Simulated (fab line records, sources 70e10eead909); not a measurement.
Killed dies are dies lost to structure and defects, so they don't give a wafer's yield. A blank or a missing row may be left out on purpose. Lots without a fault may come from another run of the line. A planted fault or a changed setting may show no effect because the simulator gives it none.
A struck lot beside a sound one | flow nand_harc | 15 steps out of a route of 1302
Sound: wafers L648.3, L648.5, L648.6. Struck: wafer L660.4. (L660.2, L660.5 of the same lot were not struck and are left out.) The cause comes at the end.
At each step with rows: each side's tool, then ch and its chambers, then its first start. Under that, the readings that differ: sound wafers | struck wafers | difference of the means | sigmas: that difference in standard deviations of wafers without a fault.
alike: readings whose means differ by less than 2 such deviations, and words and numbers that are the same on both sides. not compared: withheld readings, readings that some wafer has no value for, bounds like >300 that may hide the same value, and numbers for which the record gives no deviation and whose values overlap.
The two part at a step that has a row with sigmas, a row that says differs or no value, or rows on one side only. Numbers that don't overlap but have no deviation are shown without sigmas and don't part them. A reading that every wafer of one side lacks parts them only if that side has two wafers or more.

NHARC_P_CONTACT_OVL_MEAS_13:
  sound on overlay-02, day 7 03:45; struck on overlay-02, day 12 08:05
  alike: overlay_x_nm, overlay_y_nm
NHARC_P_CONTACT_INSPECT_14:
  sound on defect_inspect-02, day 7 03:47; struck on defect_inspect-02, day 12 08:07
  alike: raw_defect_count
NHARC_P_CONTACT_DESCUM_17: chemistry O2, time 3 s.
  sound on rie_diel-07 ch 0,1, day 7 03:50; struck on rie_diel-05 ch 2, day 12 08:12
  reading               | sound             | struck | difference | sigmas
  o2_flow_sccm (sccm)   | 198.1 199.2 199.2 | 200.3  | +1.5       | +2
  oes_product_au (a.u.) | 1.008 1.011 1.011 | 0.990  | -0.020     | -3
  alike: drypump_motor_current_A, rf_vpp_V, showerhead_plenum_p_Torr, throttle_valve_pct
  not compared: rf_hours_counter_h
then, 4 steps without rows for these wafers: NHARC_P_CONTACT_ETCH_35 (etches the open film in CF4, target depth 39 nm, time 65 s); NHARC_P_CONTACT_ETCH_36 (etches the open film in N2/H2, target depth 260 nm, time 406.25 s); NHARC_P_CONTACT_ETCH_18 (etches the open film in C4F8/O2/Ar, target depth 481 nm, time 240.5 s); NHARC_P_CONTACT_STRIP_37 (strips in C4F8/O2/Ar).
NHARC_P_CONTACT_ETCH_31: etches the open film in CH3F/O2, target depth 30 nm, time 85.7 s.
  sound on rie_diel-07 ch 0,1,2; struck on rie_diel-05 ch 0
  alike: bias_w, drypump_motor_current_A, o2_flow_sccm, oes_product_au, rf_vpp_V, showerhead_plenum_p_Torr, throttle_valve_pct
  not compared: rf_hours_counter_h
NHARC_P_CONTACT_CD_MEAS_19:
  sound on cd_sem-01, day 7 04:43; struck on cd_sem-03, day 12 09:03
  alike: cd_nm
NHARC_P_CONTACT_STRIP_28: strips in O2.
  sound on rie_diel-05 ch 2,3, day 7 04:48; struck on rie_diel-09 ch 1, day 12 09:08
  alike: drypump_motor_current_A, o2_flow_sccm, oes_product_au, rf_vpp_V, showerhead_plenum_p_Torr, throttle_valve_pct
  not compared: rf_hours_counter_h
then, 1 step without rows for these wafers: NHARC_P_CONTACT_STRIP_29 (strips in post etch residue remover, time 1200 s).
NHARC_P_CONTACT_DEGAS_38: time 60 s.
  sound on pvd_sputter-03, day 7 05:27; struck on pvd_sputter-03, day 12 09:46
  alike: heater_power_w
NHARC_P_CONTACT_PRE_CLEAN_39: time 19.5 s.
  sound on pvd_sputter-03, day 7 05:29; struck on pvd_sputter-03, day 12 09:49
  reading    | sound          | struck | difference | sigmas
  time_s (s) | 19.5 19.5 19.5 | 17.97  | -1.53      |
NHARC_P_CONTACT_PVD_32: deposits Ti, target thk 5 nm, time 17.7 s.
  sound on pvd_sputter-03; struck on pvd_sputter-03
  alike: chamber_pressure_pa, substrate_temp_c, throttle_valve_pct
then, 1 step without rows for these wafers: NHARC_END_SORT_01.

WHERE THEY PART
Only at NHARC_P_CONTACT_DESCUM_17, within this record. Later steps at which nothing parts them and some readings are alike: NHARC_P_CONTACT_ETCH_31, NHARC_P_CONTACT_CD_MEAS_19, NHARC_P_CONTACT_STRIP_28, NHARC_P_CONTACT_DEGAS_38, NHARC_P_CONTACT_PVD_32.

WHY: what the simulator had put in
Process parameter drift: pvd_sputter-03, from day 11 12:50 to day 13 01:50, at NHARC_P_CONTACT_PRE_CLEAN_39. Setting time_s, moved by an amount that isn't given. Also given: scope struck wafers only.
